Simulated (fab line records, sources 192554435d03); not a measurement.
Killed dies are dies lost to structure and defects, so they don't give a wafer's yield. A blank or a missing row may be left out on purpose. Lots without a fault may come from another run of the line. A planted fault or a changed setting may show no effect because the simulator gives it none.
Chamber matching | flow n5_finfet | N5_BEOL_M11_DEP_56 on pecvd-03: 3 sister chambers
The step deposits SiCN from 3MS/NH3, target thk 30 nm, time 10.5 s. 6 wafers are shown with their chamber, then 9 later ones without.

WAFERS WITH THEIR CHAMBER
wafer  | chamber | showerhead_plenum_p_Torr (Torr) | throttle_valve_pct (%)
L088.5 | 1       | 4.198                           | 17.9
L092.2 | 1       | 4.203                           | 17.8
L092.5 | 2       | 4.141                           | 18.3
L091.2 | 0       | 4.163                           | 18.5
L091.4 | 0       | 4.156                           | 18.4
L091.5 | 2       | 4.126                           | 18.2

WAFERS WITHOUT THEIR CHAMBER
wafer  | showerhead_plenum_p_Torr (Torr) | throttle_valve_pct (%)
L095.3 | 4.140                           | 18.2
L095.4 | 4.143                           | 18.5
L095.5 | 4.201                           | 18.2
L097.1 | 4.196                           | 17.9
L097.2 | 4.133                           | 18.6
L097.3 | 4.161                           | 18.4
L096.3 | 4.124                           | 18.5
L096.4 | 4.138                           | 18.7
L096.5 | 4.200                           | 18.5

WHICH CHAMBER EACH WENT THROUGH
wafer  | from the rows above     | in truth
L095.3 | 2                       | 2
L095.4 | can't be placed: 0 or 2 | 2
L095.5 | can't be placed: 1 or 0 | 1
L097.1 | 1                       | 1
L097.2 | can't be placed: 0 or 2 | 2
L097.3 | 0                       | 0
L096.3 | can't be placed: 2 or 0 | 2
L096.4 | can't be placed: 0 or 2 | 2
L096.5 | 0                       | 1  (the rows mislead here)
Placed correctly: 3 of 9. Can't be placed from these rows: 5 (the true chamber is among the candidates in 5). Placed wrongly: 1.
How it was worked out, from the rows above alone: a wafer's distance from a chamber is the root of the sum, over the readings, of the square of ((its reading less the chamber's mean) divided by the reading's scatter). The wafer belongs to the nearest chamber; if the next one is less than 2 further off, it can't be placed. A chamber's mean is the mean of its shown wafers. The scatter: the root of (the sum of the squares of (reading less its chamber's mean) over the shown wafers, divided by (wafers less chambers)).
